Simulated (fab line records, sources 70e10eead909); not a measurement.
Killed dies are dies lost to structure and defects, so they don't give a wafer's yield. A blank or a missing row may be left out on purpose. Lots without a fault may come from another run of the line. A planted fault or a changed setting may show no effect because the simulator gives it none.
fab line records | flow nand_harc
record lots=24 wafers=72 last_day=33
route steps=1302 shown P_M2@330 P_BONDPAD@351 A_START@389
lots that met no fault: from a run of the same line without faults
start_h: hours from the record's first day to the start of the lot's first wafer shown | wait_h: hours since the lot's step before | " the same as in the row above | L1.1+2: a row that stands for several wafers | - no value, or no start given | * or withheld: withheld | < > ~ a bound
route shown NAME@n: a module of which the file shows steps, and the number in the route of the first | usual: mean/standard deviation of fault-free wafers | same: alike in all rows | chamber/n: place in a boat | sites: the reading at each site | _std_site: their standard deviation | _edge_site: outer sites' mean less inner sites' | radius_mm: how far each site lies from the wafer's centre | mask NAME#n: copy n | behind: the tool/chamber that last shaped the wafer | hold: why the lot was held/for how many hours/how that ended | device: the transistor (n, p or np) that didn't switch | end of line: the same wafers' tests at the end of the route | a step without rows: its recipe alone | killed: dies lost to structure and defects at the first sort, not the wafer's yield | map: a wafer's dies, x killed, . not, _ none there
set.NAME: the setting as run; set.NAME@STEP: as run at that earlier step | model.NAME: the simulator's own value behind a step, which no gauge read
steps of the route over a sample of lots; a table a step, a row a wafer
services: from which hour (start_h, from the record's first day; less than 0 if before it) a tool's chamber was out of use, for how many hours, and why
## steps
# step NHARC_P_M2_INSPECT_11
# usual raw_defect_count=5.3/2.4
# columns lot.wafer tool chamber start_h wait_h raw_defect_count
L074.2 defect_inspect-01 - 133.98 0.0 7
L074.4 " - " " 4
L074.5 " - " " 5
L075.2 defect_inspect-01 - 137.50 0.0 8
L075.3 " - " " 7
L075.6 " - " " 4
L076.1 defect_inspect-01 - 151.52 0.0 7
L076.2 " - " " 5
L076.3 " - " " 6
L077.1 defect_inspect-01 - 163.03 0.0 2
L077.2 " - " " 5
L077.5 " - " " 8
L078.3 defect_inspect-01 - 164.14 0.0 1
L078.4 " - " " 7
L078.6 " - " " 1
L079.1 defect_inspect-02 - 177.63 0.0 11
L079.3 " - " " 6
L079.4 " - " " 8
L080.1 defect_inspect-02 - 192.29 0.0 6
L080.3 " - " " 5
L080.5 " - " " 6
L081.3 defect_inspect-01 - 211.32 0.0 8
L081.5 " - " " 6
L081.6 " - " " 5
L082.3 defect_inspect-01 - 220.11 0.0 4
L082.4 " - " " 2
L082.6 " - " " 8
L083.2 defect_inspect-02 - 221.82 0.0 4
L083.3 " - " " 9
L083.4 " - " " 2
L084.1 defect_inspect-01 - 241.11 0.0 5
L084.5 " - " " 5
L084.6 " - " " 5
L085.1 defect_inspect-02 - 248.98 0.0 3
L085.4 " - " " 12
L085.6 " - " " 4
L086.3 defect_inspect-01 - 252.73 0.0 6
L086.4 " - " " 5
L086.6 " - " " 4
L087.3 defect_inspect-02 - 257.37 0.0 5
L087.4 " - " " 4
L087.6 " - " " 4
L088.2 defect_inspect-01 - 273.79 0.0 3
L088.3 " - " " 4
L088.5 " - " " 6
L089.3 defect_inspect-02 - 274.10 0.0 3
L089.5 " - " " 4
L089.6 " - " " 4
L090.2 defect_inspect-01 - 295.30 0.0 5
L090.5 " - " " 7
L090.6 " - " " 8
L091.2 defect_inspect-01 - 297.41 0.0 5
L091.5 " - " " 4
L091.6 " - " " 8
L092.2 defect_inspect-01 - 305.59 0.0 6
L092.4 " - " " 7
L092.5 " - " " 8
L093.1 defect_inspect-02 - 317.29 0.0 4
L093.2 " - " " 6
L093.5 " - " " 9
L094.1 defect_inspect-01 - 333.06 0.0 4
L094.3 " - " " 1
L094.5 " - " " 4
L095.4 defect_inspect-02 - 336.51 0.0 5
L095.5 " - " " 8
L095.6 " - " " 2
L096.1 defect_inspect-01 - 349.48 0.0 7
L096.2 " - " " 6
L096.4 " - " " 3
L097.1 defect_inspect-02 - 359.30 0.0 5
L097.3 " - " " 9
L097.5 " - " " 4
# step NHARC_P_M2_INSPECT_27
# usual raw_defect_count=303/130
# columns lot.wafer tool chamber start_h wait_h raw_defect_count
L074.2 defect_inspect-02 - 136.61 0.0 316
L074.4 " - " " 211
L074.5 " - " " 244
L075.2 defect_inspect-01 - 140.12 0.0 292
L075.3 " - " " 176
L075.6 " - " " 192
L076.1 defect_inspect-02 - 154.15 0.0 309
L076.2 " - " " 276
L076.3 " - " " 330
L077.1 defect_inspect-02 - 165.67 0.0 207
L077.2 " - " " 269
L077.5 " - " " 134
L078.3 defect_inspect-01 - 167.25 0.0 216
L078.4 " - " " 295
L078.6 " - " " 234
L079.1 defect_inspect-02 - 180.32 0.0 273
L079.3 " - " " 376
L079.4 " - " " 322
L080.1 defect_inspect-01 - 194.91 0.0 149
L080.3 " - " " 263
L080.5 " - " " 182
L081.3 defect_inspect-02 - 213.95 0.0 417
L081.5 " - " " 368
L081.6 " - " " 337
L082.3 defect_inspect-01 - 222.75 0.0 272
L082.4 " - " " 311
L082.6 " - " " 296
L083.2 defect_inspect-01 - 224.46 0.0 651
L083.3 " - " " 336
L083.4 " - " " 592
L084.1 defect_inspect-02 - 243.77 0.0 499
L084.5 " - " " 662
L084.6 " - " " 362
L085.1 defect_inspect-02 - 252.73 0.0 227
L085.4 " - " " 206
L085.6 " - " " 358
L086.3 defect_inspect-02 - 255.35 0.0 386
L086.4 " - " " 373
L086.6 " - " " 327
L087.3 defect_inspect-02 - 260.04 0.0 561
L087.4 " - " " 394
L087.6 " - " " 411
L088.2 defect_inspect-02 - 276.42 0.0 491
L088.3 " - " " 246
L088.5 " - " " 387
L089.3 defect_inspect-01 - 276.73 0.0 245
L089.5 " - " " 242
L089.6 " - " " 273
L090.2 defect_inspect-01 - 298.11 0.0 238
L090.5 " - " " 293
L090.6 " - " " 203
L091.2 defect_inspect-02 - 300.05 0.0 251
L091.5 " - " " 247
L091.6 " - " " 260
L092.2 defect_inspect-01 - 308.23 0.0 223
L092.4 " - " " 199
L092.5 " - " " 165
L093.1 defect_inspect-02 - 319.92 0.0 213
L093.2 " - " " 213
L093.5 " - " " 168
L094.1 defect_inspect-01 - 335.74 0.0 229
L094.3 " - " " 296
L094.5 " - " " 208
L095.4 defect_inspect-02 - 339.16 0.0 122
L095.5 " - " " 144
L095.6 " - " " 253
L096.1 defect_inspect-01 - 352.12 0.0 335
L096.2 " - " " 730
L096.4 " - " " 288
L097.1 defect_inspect-02 - 361.93 0.0 369
L097.3 " - " " 342
L097.5 " - " " 256
# step NHARC_P_M2_DEP_33
# recipe target_thk_a=300 temp_c=370 target_thk_nm=30 pressure_torr=3 flow_sccm=200 rf_w=450 material=SiCN
# usual heater_power_w=548/91
# columns lot.wafer tool chamber start_h wait_h heater_power_w since_wet_clean_h
L074.2 pecvd-04 2 136.94 0.1 637 36
L074.5 " 1 " " 610 -
L074.4 " 0 " " 486 -
L075.2 pecvd-03 1 140.31 0.1 564 123
L075.3 " 2 " " 373 123
L075.6 " 0 " " 545 -
L076.3 pecvd-03 1 154.30 0.1 512 137
L076.2 " 2 " " 414 137
L076.1 " 0 " " 503 137
L077.2 pecvd-03 0 165.82 0.1 538 149
L077.1 " 2 " " 377 149
L077.5 " 0 " " 528 -
L078.3 pecvd-03 1 167.39 0.1 520 150
L078.4 " 1 " " 517 -
L078.6 " 0 " " 504 -
L079.3 pecvd-03 0 180.46 0.1 489 164
L079.1 " 1 " " 577 164
L079.4 " 2 " " 466 -
L080.1 pecvd-01 1 195.10 0.1 699 52
L080.3 " 2 " " 568 52
L080.5 " 2 " " 574 -
L081.3 pecvd-04 1 214.09 0.1 696 113
L081.5 " 1 " " 713 -
L081.6 " 2 " " 674 -
L082.3 pecvd-04 2 222.89 0.1 729 122
L082.6 " 2 " " 701 -
L082.4 " 0 " " 458 -
L083.2 pecvd-01 0 224.61 0.1 539 81
L083.3 " 1 " " 682 81
L083.4 " 2 " " 532 -
L084.1 pecvd-01 1 244.01 0.1 698 101
L084.6 " 2 " " 588 -
L084.5 " 1 " " 691 -
L085.1 pecvd-04 0 252.92 0.1 419 152
L085.6 " 2 " " 691 -
L085.4 " 0 " " 434 -
L086.3 pecvd-04 1 255.58 0.1 692 154
L086.4 " 2 " " 584 -
L086.6 " 1 " " 709 -
L087.3 pecvd-03 1 260.19 0.1 510 62
L087.6 " 1 " " 521 -
L087.4 " 2 " " 467 -
L088.3 pecvd-01 2 276.61 0.1 527 133
L088.2 " 0 " " 482 133
L088.5 " 2 " " 540 -
L089.3 pecvd-03 1 276.97 0.1 617 79
L089.5 " 0 " " 517 -
L089.6 " 1 " " 637 -
L090.2 pecvd-01 0 298.35 0.1 490 155
L090.5 " 1 " " 648 -
L090.6 " 0 " " 504 -
L091.2 pecvd-04 1 300.28 0.1 727 18
L091.5 " 2 " " 712 -
L091.6 " 0 " " 465 -
L092.2 pecvd-03 0 308.46 0.1 507 111
L092.5 " 1 " " 598 -
L092.4 " 0 " " 500 -
L093.2 pecvd-03 2 320.06 0.1 395 122
L093.1 " 0 " " 503 122
L093.5 " 0 " " 517 -
L094.3 pecvd-03 2 335.88 0.1 424 138
L094.1 " 0 " " 561 138
L094.5 " 1 " " 602 -
L095.6 pecvd-03 2 339.43 0.2 463 -
L095.4 " 0 " " 473 -
L095.5 " 1 " " 624 -
L096.2 pecvd-03 0 352.27 0.1 521 154
L096.1 " 1 " " 607 154
L096.4 " 2 " " 456 -
L097.1 pecvd-03 2 362.07 0.1 434 164
L097.3 " 1 " " 606 164
L097.5 " 1 " " 614 -
# step NHARC_P_BONDPAD_DEP_00
# recipe target_thk_a=2500 temp_c=370 target_thk_nm=250 pressure_torr=3 flow_sccm=200 rf_w=450 material=SiCN
# usual heater_power_w=570/83
# columns lot.wafer tool chamber start_h wait_h heater_power_w since_wet_clean_h
L074.2 pecvd-03 1 137.39 - 511 120
L074.5 " 2 " " 460 -
L074.4 " 1 " " 525 -
L075.2 pecvd-04 2 140.80 - 682 40
L075.3 " 0 " " 478 40
L075.6 " 0 " " 484 -
L076.2 pecvd-01 2 154.71 - 563 12
L076.1 " 0 " " 583 12
L076.3 " 1 " " 717 12
L077.1 pecvd-04 1 166.23 - 582 65
L077.2 " 0 " " 503 65
L077.5 " 1 " " 611 -
L078.3 pecvd-04 1 167.80 - 662 67
L078.4 " 1 " " 687 -
L078.6 " 0 " " 506 -
L079.3 pecvd-01 2 180.93 - 563 38
L079.1 " 0 " " 573 38
L079.4 " 2 " " 576 -
L080.3 pecvd-01 0 - - 572 52
L080.1 " 1 " " 612 52
L080.5 " 1 " " 645 -
L081.3 pecvd-03 2 214.60 - 387 17
L081.6 " 0 " " 515 -
L081.5 " 2 " " 402 -
L082.3 pecvd-03 0 223.35 - 566 25
L082.6 " 0 " " 557 -
L082.4 " 1 " " 538 -
L083.3 pecvd-03 2 225.02 - 459 27
L083.2 " 1 " " 641 27
L083.4 " 2 " " 466 -
L084.1 pecvd-03 0 244.43 - 574 46
L084.5 " 2 " " 385 -
L084.6 " 0 " " 460 -
L085.1 pecvd-01 2 253.35 - 614 110
L085.6 " 1 " " 600 -
L085.4 " 2 " " 487 -
L086.3 pecvd-03 1 255.91 - 635 58
L086.6 " 1 " " 633 -
L086.4 " 2 " " 388 -
L087.3 pecvd-04 2 260.69 - 669 159
L087.4 " 1 " " 646 -
L087.6 " 2 " " 676 -
L088.3 pecvd-03 1 277.14 - 572 79
L088.2 " 0 " " 559 79
L088.5 " 2 " " 443 -
L089.3 pecvd-01 1 277.30 - 627 134
L089.6 " 1 " " 638 -
L089.5 " 0 " " 530 -
L090.2 pecvd-04 0 298.72 - 555 16
L090.5 " 2 " " 689 -
L090.6 " 0 " " 561 -
L091.2 pecvd-04 1 - - 629 18
L091.6 " 1 " " 651 -
L091.5 " 0 " " 506 -
L092.2 pecvd-03 2 - - 467 111
L092.5 " 0 " " 564 -
L092.4 " 1 " " 619 -
L093.2 pecvd-04 0 320.48 - 476 38
L093.1 " 2 " " 656 38
L093.5 " 0 " " 480 -
L094.1 pecvd-01 2 336.34 - 549 12
L094.3 " 0 " " 531 12
L094.5 " 2 " " 553 -
L095.5 pecvd-01 1 339.86 - 626 -
L095.6 " 2 " " 521 -
L095.4 " 0 " " 535 -
L096.2 pecvd-04 0 352.68 - 532 70
L096.1 " 1 " " 654 70
L096.4 " 0 " " 550 -
L097.1 pecvd-01 2 362.49 - 569 38
L097.3 " 0 " " 481 38
L097.5 " 0 " " 502 -
# step NHARC_P_BONDPAD_PRE_CLEAN_26
# recipe time_s=30 temp_c=280 gas=H2/He
# usual heater_power_w=406/49
# same time_s=30
# columns lot.wafer tool chamber start_h wait_h heater_power_w
L074.2 pvd_sputter-03 - - - 420
L074.4 " - " " 456
L074.5 " - " " 378
L075.2 pvd_sputter-01 - - - 438
L075.3 " - " " 443
L075.6 " - " " 450
L076.3 pvd_sputter-01 - - - 358
L076.1 " - " " 438
L076.2 " - " " 379
L077.1 pvd_sputter-01 - - - 449
L077.2 " - " " 383
L077.5 " - " " 439
L078.3 pvd_sputter-02 - - - 423
L078.4 " - " " 368
L078.6 " - " " 540
L079.3 pvd_sputter-01 - - - 356
L079.1 " - " " 446
L079.4 " - " " 441
L080.3 pvd_sputter-03 - - - 332
L080.1 " - " " 412
L080.5 " - " " 451
L081.3 pvd_sputter-02 - - - 353
L081.6 " - " " 406
L081.5 " - " " 364
L082.4 pvd_sputter-02 - - - 410
L082.3 " - " " 355
L082.6 " - " " 418
L083.2 pvd_sputter-03 - - - 464
L083.4 " - " " 323
L083.3 " - " " 383
L084.1 pvd_sputter-03 - - - 388
L084.5 " - " " 407
L084.6 " - " " 467
L085.4 pvd_sputter-01 - - - 378
L085.1 " - " " 432
L085.6 " - " " 373
L086.3 pvd_sputter-02 - - - 371
L086.4 " - " " 552
L086.6 " - " " 425
L087.4 pvd_sputter-02 - - - 385
L087.3 " - " " 418
L087.6 " - " " 357
L088.3 pvd_sputter-01 - - - 430
L088.2 " - " " 381
L088.5 " - " " 442
L089.3 pvd_sputter-03 - - - 345
L089.5 " - " " 388
L089.6 " - " " 401
L090.2 pvd_sputter-02 - - - 526
L090.5 " - " " 397
L090.6 " - " " 407
L091.2 pvd_sputter-02 - - - 367
L091.5 " - " " 402
L091.6 " - " " 367
L092.4 pvd_sputter-03 - - - 378
L092.2 " - " " 478
L092.5 " - " " 379
L093.2 pvd_sputter-03 - - - 386
L093.1 " - " " 457
L093.5 " - " " 404
L094.3 pvd_sputter-03 - - - 401
L094.1 " - " " 378
L094.5 " - " " 392
L095.4 pvd_sputter-01 - - - 429
L095.6 " - " " 449
L095.5 " - " " 388
L096.1 pvd_sputter-01 - - - 438
L096.4 " - " " 369
L096.2 " - " " 441
L097.1 pvd_sputter-01 - - - 365
L097.3 " - " " 433
L097.5 " - " " 363
# step NHARC_A_START_INSPECT_01
# usual raw_defect_count=3.5/2
# columns lot.wafer tool chamber start_h wait_h raw_defect_count
L074.2 defect_inspect-01 - 141.77 - 4
L074.4 " - " " 2
L074.5 " - " " 5
L075.2 defect_inspect-02 - 145.21 - 3
L075.3 " - " " 6
L075.6 " - " " 1
L076.1 defect_inspect-01 - 159.06 - 5
L076.2 " - " " 3
L076.3 " - " " 2
L077.1 defect_inspect-01 - 170.70 - 3
L077.2 " - " " 5
L077.5 " - " " 1
L078.3 defect_inspect-01 - 172.26 - 3
L078.4 " - " " 2
L078.6 " - " " 1
L079.1 defect_inspect-01 - 185.32 - 5
L079.3 " - " " 2
L079.4 " - " " 0
L080.1 defect_inspect-01 - 199.77 - 1
L080.3 " - " " 4
L080.5 " - " " 3
L081.3 defect_inspect-01 - 219.02 - 5
L081.5 " - " " 5
L081.6 " - " " 3
L082.3 defect_inspect-01 - 227.83 - 4
L082.4 " - " " 5
L082.6 " - " " 6
L083.2 defect_inspect-02 - 229.41 - 4
L083.3 " - " " 6
L083.4 " - " " 4
L084.1 defect_inspect-01 - 248.84 - 4
L084.5 " - " " 6
L084.6 " - " " 2
L085.1 defect_inspect-01 - 257.86 - 5
L085.4 " - " " 1
L085.6 " - " " 3
L086.3 defect_inspect-01 - 260.32 - 2
L086.4 " - " " 3
L086.6 " - " " 6
L087.3 defect_inspect-02 - 265.08 - 3
L087.4 " - " " 2
L087.6 " - " " 3
L088.2 defect_inspect-02 - 281.60 - 4
L088.3 " - " " 5
L088.5 " - " " 1
L089.3 defect_inspect-01 - 281.86 - 8
L089.5 " - " " 3
L089.6 " - " " 0
L090.2 defect_inspect-02 - 303.16 - 4
L090.5 " - " " 0
L090.6 " - " " 3
L091.2 defect_inspect-01 - 305.01 - 1
L091.5 " - " " 4
L091.6 " - " " 2
L092.2 defect_inspect-02 - 313.53 - 4
L092.4 " - " " 6
L092.5 " - " " 1
L093.1 defect_inspect-02 - 324.87 - 8
L093.2 " - " " 0
L093.5 " - " " 2
L094.1 defect_inspect-02 - 340.85 - 4
L094.3 " - " " 1
L094.5 " - " " 11
L095.4 defect_inspect-01 - 344.49 - 2
L095.5 " - " " 3
L095.6 " - " " 4
L096.1 defect_inspect-02 - 357.06 - 7
L096.2 " - " " 3
L096.4 " - " " 5
L097.1 defect_inspect-02 - 366.82 - 7
L097.3 " - " " 5
L097.5 " - " " 2
## services
# columns tool chamber start_h hours kind
pvd_sputter-01 - 124.06 1.9 repair
pecvd-01 - 130.21 13.0 pm
pvd_sputter-02 - 167.47 2.3 repair
pecvd-03 - 185.00 13.0 pm
pecvd-03 0 185.00 13.0 vent_cycle
pecvd-03 1 185.00 13.0 vent_cycle
pecvd-03 2 185.00 13.0 vent_cycle
pecvd-03 0 198.00 - clean
pecvd-03 1 198.00 - clean
pecvd-03 2 198.00 - clean
pvd_sputter-03 - 205.36 10.0 pm
pvd_sputter-01 - 226.00 10.0 pm
pvd_sputter-03 - 235.59 1.8 repair
pecvd-03 0 237.07 6.9 repair
pecvd-04 - 245.04 1.2 repair
pecvd-01 - 266.43 0.6 repair
pecvd-04 - 269.34 13.0 pm
pecvd-04 0 269.34 13.0 vent_cycle
pecvd-04 1 269.34 13.0 vent_cycle
pecvd-04 2 269.34 13.0 vent_cycle
pvd_sputter-02 - 282.00 10.0 pm
pecvd-04 0 282.34 - clean
pecvd-01 - 311.21 13.0 pm
pvd_sputter-03 - 320.54 1.9 repair
## key
fault none
